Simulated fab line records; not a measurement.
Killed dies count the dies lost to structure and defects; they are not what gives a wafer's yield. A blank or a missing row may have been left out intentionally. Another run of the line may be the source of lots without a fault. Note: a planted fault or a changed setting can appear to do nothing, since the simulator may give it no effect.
Matching of chambers / flow n5 finfet / N5_FIN_SAQP_ETCH_51 on rie diel-01: 4 sister chambers
The step etches SiARC in CF4, target depth 45.5 nm, time 75.8 s. 14 wafers are shown with their chamber, then 7 later ones without.

== WAFERS, EACH WITH ITS CHAMBER ==
wafer=L080.2; chamber=2; drypump motor current A (A)=6.3; showerhead plenum p Torr (Torr)=2.20; throttle valve pct (%)=15.56
wafer=L080.3; chamber=0; drypump motor current A (A)=5.5; showerhead plenum p Torr (Torr)=2.17; throttle valve pct (%)=15.27
wafer=L080.4; chamber=1; drypump motor current A (A)=6.1; showerhead plenum p Torr (Torr)=2.15; throttle valve pct (%)=15.84
wafer=L081.1; chamber=3; drypump motor current A (A)=5.3; showerhead plenum p Torr (Torr)=2.13; throttle valve pct (%)=15.56
wafer=L081.3; chamber=1; drypump motor current A (A)=6.1; showerhead plenum p Torr (Torr)=2.15; throttle valve pct (%)=15.85
wafer=L081.6; chamber=1; drypump motor current A (A)=6.1; showerhead plenum p Torr (Torr)=2.15; throttle valve pct (%)=15.85
wafer=L084.1; chamber=2; drypump motor current A (A)=6.4; showerhead plenum p Torr (Torr)=2.20; throttle valve pct (%)=15.57
wafer=L084.2; chamber=0; drypump motor current A (A)=5.5; showerhead plenum p Torr (Torr)=2.17; throttle valve pct (%)=15.30
wafer=L084.5; chamber=0; drypump motor current A (A)=5.5; showerhead plenum p Torr (Torr)=2.17; throttle valve pct (%)=15.29
wafer=L088.1; chamber=1; drypump motor current A (A)=6.1; showerhead plenum p Torr (Torr)=2.14; throttle valve pct (%)=15.87
wafer=L088.5; chamber=3; drypump motor current A (A)=5.3; showerhead plenum p Torr (Torr)=2.13; throttle valve pct (%)=15.60
wafer=L088.6; chamber=1; drypump motor current A (A)=6.1; showerhead plenum p Torr (Torr)=2.14; throttle valve pct (%)=15.87
wafer=L089.2; chamber=3; drypump motor current A (A)=5.3; showerhead plenum p Torr (Torr)=2.13; throttle valve pct (%)=15.60
wafer=L089.4; chamber=1; drypump motor current A (A)=6.1; showerhead plenum p Torr (Torr)=2.14; throttle valve pct (%)=15.88

SIGNATURES, as means of the wafers listed above
reading=drypump motor current A; chamber 0=5.500; chamber 1=6.100; chamber 2=6.350; chamber 3=5.300; scatter within a chamber=0.0224
reading=showerhead plenum p Torr; chamber 0=2.1700; chamber 1=2.1450; chamber 2=2.2000; chamber 3=2.1300; scatter within a chamber=0.00387
reading=throttle valve pct; chamber 0=15.2867; chamber 1=15.8600; chamber 2=15.5650; chamber 3=15.5867; scatter within a chamber=0.0167
Rule: a wafer lies at a distance from a chamber equal to the root of the sum of squares, over the readings, of (its reading less the chamber's mean, divided by the reading's scatter). The wafer belongs to the nearest chamber; if the next one is less than 2 further off, it can't be placed. The scatter: take each reading less its chamber's mean, square it, sum over the shown wafers, divide by the number of wafers less the number of chambers, and take the root.

== WAFERS WITH NO CHAMBER GIVEN ==
wafer=L089.6; drypump motor current A (A)=5.5; showerhead plenum p Torr (Torr)=2.17; throttle valve pct (%)=15.30
wafer=L092.1; drypump motor current A (A)=5.5; showerhead plenum p Torr (Torr)=2.16; throttle valve pct (%)=15.32
wafer=L092.2; drypump motor current A (A)=6.1; showerhead plenum p Torr (Torr)=2.14; throttle valve pct (%)=15.91
wafer=L092.4; drypump motor current A (A)=5.3; showerhead plenum p Torr (Torr)=2.13; throttle valve pct (%)=15.62
wafer=L097.1; drypump motor current A (A)=6.3; showerhead plenum p Torr (Torr)=2.19; throttle valve pct (%)=15.62
wafer=L097.4; drypump motor current A (A)=5.3; showerhead plenum p Torr (Torr)=2.12; throttle valve pct (%)=15.63
wafer=L097.6; drypump motor current A (A)=6.1; showerhead plenum p Torr (Torr)=2.14; throttle valve pct (%)=15.93

== WHICH CHAMBER EACH WENT THROUGH ==
wafer=L089.6; from the rows above=0; in truth=0
wafer=L092.1; from the rows above=0; in truth=0
wafer=L092.2; from the rows above=1; in truth=1
wafer=L092.4; from the rows above=3; in truth=3
wafer=L097.1; from the rows above=2; in truth=2
wafer=L097.4; from the rows above=3; in truth=3
wafer=L097.6; from the rows above=1; in truth=1
Correctly placed: 7 of 7. Not placeable from these rows: 0. Number placed wrongly: 0.
